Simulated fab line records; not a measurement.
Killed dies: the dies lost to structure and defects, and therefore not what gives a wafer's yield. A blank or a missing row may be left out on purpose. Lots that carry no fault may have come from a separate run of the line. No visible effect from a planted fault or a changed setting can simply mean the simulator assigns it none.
Chamber matching :: flow n5 finfet :: N5_BEOL_M12_TRENCH_ETCH_34 on rie diel-01 has 4 sister chambers
The step etches SiOC in C4F8/O2/Ar, target depth 318.95 nm, time 125.5 s. 16 wafers are shown with their chamber, then 8 later ones without.

== WAFERS WITH THEIR CHAMBER ==
wafer: L075.1
chamber: 2
throttle valve pct (%): 24.31
showerhead plenum p Torr (Torr): 3.49
oes product au (a.u.): 0.89

wafer: L075.2
chamber: 0
throttle valve pct (%): 23.87
showerhead plenum p Torr (Torr): 3.60
oes product au (a.u.): 0.88

wafer: L075.4
chamber: 3
throttle valve pct (%): 24.31
showerhead plenum p Torr (Torr): 3.43
oes product au (a.u.): 0.81

wafer: L078.4
chamber: 3
throttle valve pct (%): 24.32
showerhead plenum p Torr (Torr): 3.43
oes product au (a.u.): 0.81

wafer: L078.5
chamber: 0
throttle valve pct (%): 23.88
showerhead plenum p Torr (Torr): 3.59
oes product au (a.u.): 0.86

wafer: L078.6
chamber: 1
throttle valve pct (%): 24.65
showerhead plenum p Torr (Torr): 3.41
oes product au (a.u.): 0.72

wafer: L085.2
chamber: 3
throttle valve pct (%): 24.33
showerhead plenum p Torr (Torr): 3.42
oes product au (a.u.): 0.79

wafer: L085.4
chamber: 2
throttle valve pct (%): 24.35
showerhead plenum p Torr (Torr): 3.48
oes product au (a.u.): 0.86

wafer: L085.6
chamber: 1
throttle valve pct (%): 24.65
showerhead plenum p Torr (Torr): 3.41
oes product au (a.u.): 0.70

wafer: L086.2
chamber: 1
throttle valve pct (%): 24.67
showerhead plenum p Torr (Torr): 3.40
oes product au (a.u.): 0.70

wafer: L086.4
chamber: 3
throttle valve pct (%): 24.32
showerhead plenum p Torr (Torr): 3.42
oes product au (a.u.): 0.79

wafer: L086.6
chamber: 0
throttle valve pct (%): 23.90
showerhead plenum p Torr (Torr): 3.58
oes product au (a.u.): 0.84

wafer: L089.2
chamber: 0
throttle valve pct (%): 23.92
showerhead plenum p Torr (Torr): 3.58
oes product au (a.u.): 0.83

wafer: L089.4
chamber: 2
throttle valve pct (%): 24.34
showerhead plenum p Torr (Torr): 3.48
oes product au (a.u.): 0.84

wafer: L089.6
chamber: 0
throttle valve pct (%): 23.92
showerhead plenum p Torr (Torr): 3.58
oes product au (a.u.): 0.83

wafer: L092.2
chamber: 3
throttle valve pct (%): 24.35
showerhead plenum p Torr (Torr): 3.41
oes product au (a.u.): 0.77

SIGNATURES (means of the wafers above)
reading: throttle valve pct
chamber 0: 23.8980
chamber 1: 24.6567
chamber 2: 24.3333
chamber 3: 24.3260
scatter within a chamber: 0.0186

reading: showerhead plenum p Torr
chamber 0: 3.5860
chamber 1: 3.4067
chamber 2: 3.4833
chamber 3: 3.4220
scatter within a chamber: 0.00782

reading: oes product au
chamber 0: 0.8480
chamber 1: 0.7067
chamber 2: 0.8633
chamber 3: 0.7940
scatter within a chamber: 0.0194
Rule: a wafer's distance from a chamber is the root of the sum, over the readings, of the square of ((its reading less the chamber's mean) divided by the reading's scatter). If the next closest chamber is less than 2 further off than the closest, the wafer can't be placed; otherwise it belongs to the closest. The scatter: the root of (the sum of the squares of (reading less its chamber's mean) over the shown wafers, divided by (wafers less chambers)).

== WAFERS WITH NO CHAMBER GIVEN ==
wafer: L092.3
throttle valve pct (%): 23.90
showerhead plenum p Torr (Torr): 3.57
oes product au (a.u.): 0.81

wafer: L092.4
throttle valve pct (%): 24.35
showerhead plenum p Torr (Torr): 3.41
oes product au (a.u.): 0.77

wafer: L095.2
throttle valve pct (%): 24.34
showerhead plenum p Torr (Torr): 3.47
oes product au (a.u.): 0.83

wafer: L095.5
throttle valve pct (%): 24.43
showerhead plenum p Torr (Torr): 3.40
oes product au (a.u.): 0.98

wafer: L095.6
throttle valve pct (%): 24.36
showerhead plenum p Torr (Torr): 3.47
oes product au (a.u.): 0.83

wafer: L097.4
throttle valve pct (%): 24.42
showerhead plenum p Torr (Torr): 3.40
oes product au (a.u.): 0.96

wafer: L097.5
throttle valve pct (%): 24.35
showerhead plenum p Torr (Torr): 3.41
oes product au (a.u.): 0.76

wafer: L097.6
throttle valve pct (%): 24.36
showerhead plenum p Torr (Torr): 3.47
oes product au (a.u.): 0.82

== WHICH CHAMBER EACH WENT THROUGH ==
wafer: L092.3
from the rows above: 0
in truth: 0

wafer: L092.4
from the rows above: 3
in truth: 3

wafer: L095.2
from the rows above: 2
in truth: 2

wafer: L095.5
from the rows above: can't be placed: 3 or 2
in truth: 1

wafer: L095.6
from the rows above: 2
in truth: 2

wafer: L097.4
from the rows above: 3
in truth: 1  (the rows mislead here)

wafer: L097.5
from the rows above: 3
in truth: 3

wafer: L097.6
from the rows above: 2
in truth: 2
Placed correctly: 6 of 8. Unplaceable from these rows: 1, with the true chamber sitting among the candidates in 0. Wrongly placed: 1.
